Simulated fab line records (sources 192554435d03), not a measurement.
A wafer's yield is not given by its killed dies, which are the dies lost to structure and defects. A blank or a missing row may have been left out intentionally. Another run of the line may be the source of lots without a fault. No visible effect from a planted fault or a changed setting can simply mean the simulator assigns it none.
Comparing a struck lot with a sound one + flow n5-finfet + 24 out of 1938 route steps
Sound: these wafers, L363.2, L363.3, L363.6. Struck: wafers L352.2, L352.3, L352.6. The cause comes at the end.
Order at every step that has rows: each side's tool, ch and its chambers, its first start. Under that, the readings that differ: sound wafers + struck wafers + difference of the means + sigmas: that difference in standard deviations of wafers without a fault.
alike: a reading whose means differ by less than 2 such deviations, as well as words and numbers matching on both sides. not compared: withheld readings; readings where some wafer has no value; bounds like >300 that might hide an equal value; numbers whose values overlap and for which the record gives no deviation.
A row with sigmas, a row that says differs or no value, or rows on one side alone: a step with any of these is where the two part. Numbers that don't overlap but have no deviation are shown without sigmas and don't part them. A reading that every wafer of one side lacks parts them only if that side has two wafers or more.

first, 9 steps without rows for these wafers: N5_BEOL_M8_EBR_07; N5_BEOL_M8_SOFTBAKE_06 (time 60 s); N5_BEOL_M8_EXPOSE_08 (exposes mask M8); N5_BEOL_M8_PEB_09 (peb time 60 s); N5_BEOL_M8_DEVELOP_10 (develop time 30 s); N5_BEOL_M8_DESCUM_16 (chemistry O2, time 7.9 s); N5_BEOL_M8_ETCH_61 (etches SiARC in CF4, target depth 45.5 nm, time 75.8 s); N5_BEOL_M8_ETCH_62 (etches SOC in N2/H2, target depth 110 nm, overetch 22 nm, time 165 s); N5_BEOL_M8_STRIP_68 (strips in N2/H2).
N5_BEOL_M8_STRIP_67: strips in CF4.
  sound on rie-diel-03 ch 1, day 14 15:32; struck on rie-diel-03 ch 0,3, day 11 06:53
  alike: bias-power-w, drypump-motor-current-A, oes-product-au, rf-vpp-V, showerhead-plenum-p-Torr, throttle-valve-pct
  not compared: rf-hours-counter-h
then, 11 steps without rows for these wafers: N5_BEOL_M8_HM_OPEN_17 (chemistry Cl2/BCl3, target TiN, target depth 20 nm, overetch 6 nm); N5_BEOL_M8_STRIP_19 (strips in O2); N5_BEOL_M8_COAT_63 (time 60 s, resist thk 60 nm); N5_BEOL_M8_COAT_64 (time 60 s, resist thk 12 nm); N5_BEOL_M8_COAT_71 (time 60 s, resist thk 5 nm); N5_BEOL_M8_COAT_22 (resist thk 30 nm); N5_BEOL_M8_EBR_24; N5_BEOL_M8_SOFTBAKE_23 (time 60 s); N5_BEOL_M8_EXPOSE_25 (exposes mask V7, target cd 40 nm); N5_BEOL_M8_PEB_26 (peb time 60 s); N5_BEOL_M8_DEVELOP_27 (develop time 30 s).
N5_BEOL_M8_INSPECT_30: inspects for defects (brightfield).
  sound on defect-inspect-02, day 14 16:45; struck on defect-inspect-01, day 11 08:10
| reading          | sound       | struck         | difference | sigmas |
|------------------|-------------|----------------|------------|--------|
| raw-defect-count | 235 413 409 | 1372 1256 1225 | +932       | +10    |
then, 1 step without rows for these wafers: N5_BEOL_M8_DESCUM_33 (chemistry O2, time 7 s).
-- here the record skips 3 days between the struck wafers' starts before and after, leaving off in module BEOL_M8 and picking up in module PASSIVATION (first step shown: number 1936 of the route) --
N5_PASSIVATION_PROBE_49:
  rows exist in the record for the struck wafers here (prober-02, day 14 02:30), but not for the sound ones

WHERE THEY PART
At N5_BEOL_M8_INSPECT_30 first; at N5_PASSIVATION_PROBE_49 last (within this record only).

WHY: the cause the simulator had injected
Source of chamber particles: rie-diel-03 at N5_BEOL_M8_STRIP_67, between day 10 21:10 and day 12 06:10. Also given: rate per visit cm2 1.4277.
